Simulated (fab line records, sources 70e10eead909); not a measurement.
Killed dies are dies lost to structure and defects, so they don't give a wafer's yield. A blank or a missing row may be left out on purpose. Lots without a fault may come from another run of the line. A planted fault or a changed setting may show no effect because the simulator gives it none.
A struck lot beside a sound one | flow nand_harc | 15 steps out of a route of 1159
Sound: wafers L206.2, L206.3, L206.6. Struck: wafer L216.3. (L216.4 of the same lot was not struck and is left out.) The cause comes at the end.
At each step with rows: each side's tool, then ch and its chambers, then its first start. Under that, the readings that differ: sound wafers | struck wafers | difference of the means | sigmas: that difference in standard deviations of wafers without a fault.
alike: readings whose means differ by less than 2 such deviations, and words and numbers that are the same on both sides. not compared: withheld readings, readings that some wafer has no value for, bounds like >300 that may hide the same value, and numbers for which the record gives no deviation and whose values overlap.
The two part at a step that has a row with sigmas, a row that says differs or no value, or rows on one side only. Numbers that don't overlap but have no deviation are shown without sigmas and don't part them. A reading that every wafer of one side lacks parts them only if that side has two wafers or more.

first, 2 steps without rows for these wafers: NHARC_A_CONTACT_ETCH_112 (etches the open film in C4F8/O2/Ar, time 94 s, target depth 922 nm); NHARC_A_CONTACT_ETCH_113 (etches the open film in C4F8/O2/Ar, time 94 s, target depth 922 nm).
NHARC_A_CONTACT_ETCH_114: etches the open film in C4F8/O2/Ar, time 94 s, target depth 922 nm.
  sound on har_cap_etch-01 ch 1, day 18 17:03; struck on har_cap_etch-02 ch 0, day 21 12:38
  not compared: rf_hours_counter_h, run_length_s
then, 1 step without rows for these wafers: NHARC_A_CONTACT_ETCH_115 (etches the open film in C4F8/O2/Ar, time 94 s, target depth 922 nm).
NHARC_A_CONTACT_ETCH_116: etches the open film in C4F8/O2/Ar, time 94 s, target depth 922 nm.
  sound on har_cap_etch-01 ch 1, day 18 17:14; struck on har_cap_etch-02 ch 0, day 21 12:49
  not compared: rf_hours_counter_h, run_length_s
then, 3 steps without rows for these wafers: NHARC_A_CONTACT_ETCH_117 (etches the open film in C4F8/O2/Ar, time 94 s, target depth 922 nm); NHARC_A_CONTACT_ETCH_118 (etches the open film in C4F8/O2/Ar, time 94 s, target depth 922 nm); NHARC_A_CONTACT_ETCH_119 (etches the open film in C4F8/O2/Ar, time 94 s, target depth 922 nm).
NHARC_A_CONTACT_ETCH_120: etches the open film in C4F8/O2/Ar, time 94 s, target depth 922 nm.
  sound on har_cap_etch-01 ch 1, day 18 17:36; struck on har_cap_etch-02 ch 0, day 21 13:11
  not compared: rf_hours_counter_h, run_length_s
then, 1 step without rows for these wafers: NHARC_A_CONTACT_ETCH_121 (etches the open film in C4F8/O2/Ar, time 94 s, target depth 922 nm).
NHARC_A_CONTACT_ETCH_122: etches the open film in C4F8/O2/Ar, time 95 s, target depth 930 nm.
  sound on har_cap_etch-01 ch 1, day 18 17:47; struck on har_cap_etch-02 ch 0, day 21 13:22
  not compared: rf_hours_counter_h, run_length_s
then, 1 step without rows for these wafers: NHARC_A_CONTACT_ETCH_123 (etches the open film in C4F8/O2/Ar, time 253 s, target depth 1090 nm).
NHARC_A_CONTACT_ETCH_90: etches the open film in CH3F/O2, target depth 40 nm, time 85.7 s.
  sound on rie_diel-11 ch 0,1,3, day 18 18:28; struck on rie_diel-11 ch 0, day 21 14:02
  reading          | sound             | struck | difference | sigmas
  run_length_s (s) | 106.4 107.4 107.7 | 74.0   | -33.2      | -77
  alike: ch3f_flow_sccm, drypump_motor_current_A, o2_flow_sccm, oes_product_au, rf_vpp_V, showerhead_plenum_p_Torr, throttle_valve_pct
  not compared: rf_hours_counter_h
NHARC_A_CONTACT_ETCH_96: etches the open film in C4F6/O2, target depth 20 nm, time 10 s.
  sound on rie_diel-11 ch 0,1,2; struck on rie_diel-11 ch 3
  alike: c4f6_flow_sccm, drypump_motor_current_A, o2_flow_sccm, oes_product_au, rf_vpp_V, run_length_s, showerhead_plenum_p_Torr, throttle_valve_pct
  not compared: rf_hours_counter_h
-- the record jumps here: 3 days lie between the struck wafers' starts before and after (it left off in module A_CONTACT and takes up again in module END, whose first step shown is number 1159 of the route) --
NHARC_END_SORT_01:
  the record has rows for the struck wafers here (prober-01 ch 0, day 24 10:49) and none for the sound ones

WHERE THEY PART
First at NHARC_A_CONTACT_ETCH_90; last, within this record, at NHARC_END_SORT_01.

WHY: what the simulator had put in
Process parameter drift: rie_diel-11, from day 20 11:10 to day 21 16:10, at NHARC_A_CONTACT_ETCH_90. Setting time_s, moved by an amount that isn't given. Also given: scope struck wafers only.
